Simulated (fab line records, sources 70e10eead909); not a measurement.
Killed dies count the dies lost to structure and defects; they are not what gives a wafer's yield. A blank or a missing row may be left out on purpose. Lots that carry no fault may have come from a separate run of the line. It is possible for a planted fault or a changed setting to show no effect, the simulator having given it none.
A lot that was struck, set against a sound lot | flow nand_harc | 38 out of 1302 route steps
Sound: these wafers, L863.3, L863.5, L863.6. Wafers struck: L873.1, L873.2, L873.6. Last of all comes the cause.
Per side, at each step with rows, come the tool, then ch with its chambers, and then its first start. Under that, the readings that differ: sound wafers | struck wafers | difference of the means | sigmas: that difference in standard deviations of wafers without a fault.
alike: a reading whose means differ by less than 2 such deviations, as well as words and numbers matching on both sides. not compared: withheld readings; readings where some wafer has no value; bounds like >300 that might hide an equal value; numbers whose values overlap and for which the record gives no deviation.
Wherever a step has rows on one side only, a row that says differs or no value, or a row with sigmas, the two part there. Non-overlapping numbers with no deviation appear without sigmas and do not part them. A reading that every wafer of one side lacks parts them only if that side has two wafers or more.

first, 5 steps without rows for these wafers: NHARC_A_STAIRCASE_STRIP_316 (strips in O2); NHARC_A_STAIRCASE_STRIP_317 (strips in SPM, time 900 s); NHARC_A_STAIRCASE_PRECLEAN_318 (cleans in SC1); NHARC_A_STAIRCASE_SRD_329; NHARC_A_STAIRCASE_ALD_415 (deposits SiO2, target thk 30 nm, pulse time 6 s, ald cycles 300).
NHARC_A_STAIRCASE_ETCHBACK_416: etches the open film in C4F8/O2/Ar, target depth 36 nm, time 7.2 s.
  sound on rie_diel-07 ch 1,2,3; struck on rie_diel-07 ch 0,2,3
  reading               | sound          | struck         | difference | sigmas
  oes_product_au (a.u.) | 0.92 0.91 0.92 | 1.01 1.01 0.99 | +0.09      | +3
  alike: rf_vpp_V
  not compared: rf_hours_counter_h
NHARC_A_STAIRCASE_STRIP_476: strips in O2, time 20 s.
  sound on rie_diel-07 ch 0,1, day 22 14:26; struck on rie_diel-07 ch 0,2, day 26 21:53
  alike: drypump_motor_current_A, oes_product_au, rf_vpp_V, showerhead_plenum_p_Torr, throttle_valve_pct
  not compared: rf_hours_counter_h
NHARC_A_STAIRCASE_DEP_417: deposits Si3N4, target thk 60 nm.
  sound on pecvd-04 ch 0,1,2, day 22 14:37; struck on pecvd-02 ch 0,2, day 26 21:59
  alike: heater_power_w
then, 3 steps without rows for these wafers: NHARC_A_STAIRCASE_WET_418 (chemistry H3PO4, target depth 20 nm); NHARC_A_STAIRCASE_PRECLEAN_419 (cleans in SC1); NHARC_A_STAIRCASE_SRD_421.
NHARC_A_STAIRCASE_ALD_420: deposits SiO2, target thk 20 nm, pulse time 6 s, ald cycles 200.
  sound on ald_hk-04 ch 0,1,3, day 22 18:45; struck on ald_hk-01 ch 0,3, day 27 01:44
  alike: heater_power_w, precursor_pulse_height_rel
then, 5 steps without rows for these wafers: NHARC_A_STAIRCASE_CVD_552 (deposits SiNx, target thk 40 nm); NHARC_A_STAIRCASE_DEP_151 (deposits SiO2, target thk 7200 nm); NHARC_A_STAIRCASE_ANNEAL_320 (time 1800 s); NHARC_A_STAIRCASE_DEP_322 (deposits SiO2, target thk 7200 nm); NHARC_A_STAIRCASE_ANNEAL_323 (time 1800 s).
NHARC_A_STAIRCASE_DEP_325: deposits SiO2, target thk 7200 nm.
  sound on pecvd-04 ch 1,2, day 23 15:05; struck on pecvd-03 ch 0,1, day 27 22:09
  alike: heater_power_w
then, 12 steps without rows for these wafers: NHARC_A_STAIRCASE_ANNEAL_326 (time 1800 s); NHARC_A_STAIRCASE_DEHYDRATE_433 (time 120 s); NHARC_A_STAIRCASE_HMDS_434 (time 30 s); NHARC_A_STAIRCASE_COAT_435; NHARC_A_STAIRCASE_SOFTBAKE_436 (time 170 s); NHARC_A_STAIRCASE_EBR_437; NHARC_A_STAIRCASE_EXPOSE_438 (exposes mask STAIR REV); NHARC_A_STAIRCASE_PEB_439 (peb time 130 s); NHARC_A_STAIRCASE_DEVELOP_440 (time 140 s); NHARC_A_STAIRCASE_HARDBAKE_442 (time 140 s); NHARC_A_STAIRCASE_DESCUM_443 (chemistry O2, time 3 s); NHARC_A_STAIRCASE_ETCH_444 (etches the open film in C4F8/O2, target depth 20400 nm, time 6800 s).
NHARC_A_STAIRCASE_STRIP_446: strips in O2.
  sound on plasma_asher-02 ch 0,1, day 24 08:25; struck on plasma_asher-02 ch 0,1, day 28 14:50
  alike: drypump_motor_current_A, heater_power_w
  not compared: rf_hours_counter_h
then, 5 steps without rows for these wafers: NHARC_A_STAIRCASE_STRIP_447 (strips in SPM, time 900 s); NHARC_A_STAIRCASE_PRECLEAN_448 (cleans in SC1); NHARC_A_STAIRCASE_SRD_449; NHARC_A_STAIRCASE_CMP_450 (polishes SiO2, target thk 200 nm); NHARC_A_STAIRCASE_CMP_152 (polishes).
NHARC_A_SGD_CUT_DESCUM_14: chemistry O2, time 3 s.
  sound on rie_diel-12 ch 0,1,3, day 24 12:13; struck on rie_diel-13 ch 0,2,3, day 28 21:50
  reading | sound | struck                                                                     | difference                   | sigmas
  hold    | - - - | await_dispo/3.2h/release await_dispo/3.2h/release await_dispo/3.2h/release | no value on the sound wafers |
  alike: drypump_motor_current_A, oes_product_au, rf_vpp_V, showerhead_plenum_p_Torr, throttle_valve_pct
  not compared: rf_hours_counter_h
-- jump in the record: it breaks off in module A_SGD_CUT and resumes in module END (first step shown: number 1302 of the route), and 6 days separate the struck wafers' starts before and after --
NHARC_END_SORT_01:
  sound on prober-01 ch 0, day 29 15:44; struck on prober-01 ch 0, day 34 11:09
  reading         | sound    | struck    | difference | sigmas
  killed_at_array | 20 31 25 | 93 84 106 | +69        | +4
  killed_dies     | 34 40 32 | 98 87 114 | +64        | +4
  alike: killed_at_other, killed_at_periphery, killed_open, killed_short

== WHERE THEY PART ==
At NHARC_A_STAIRCASE_ETCHBACK_416 first; at NHARC_END_SORT_01 last (within this record only).

WHY: whatever the simulator had introduced
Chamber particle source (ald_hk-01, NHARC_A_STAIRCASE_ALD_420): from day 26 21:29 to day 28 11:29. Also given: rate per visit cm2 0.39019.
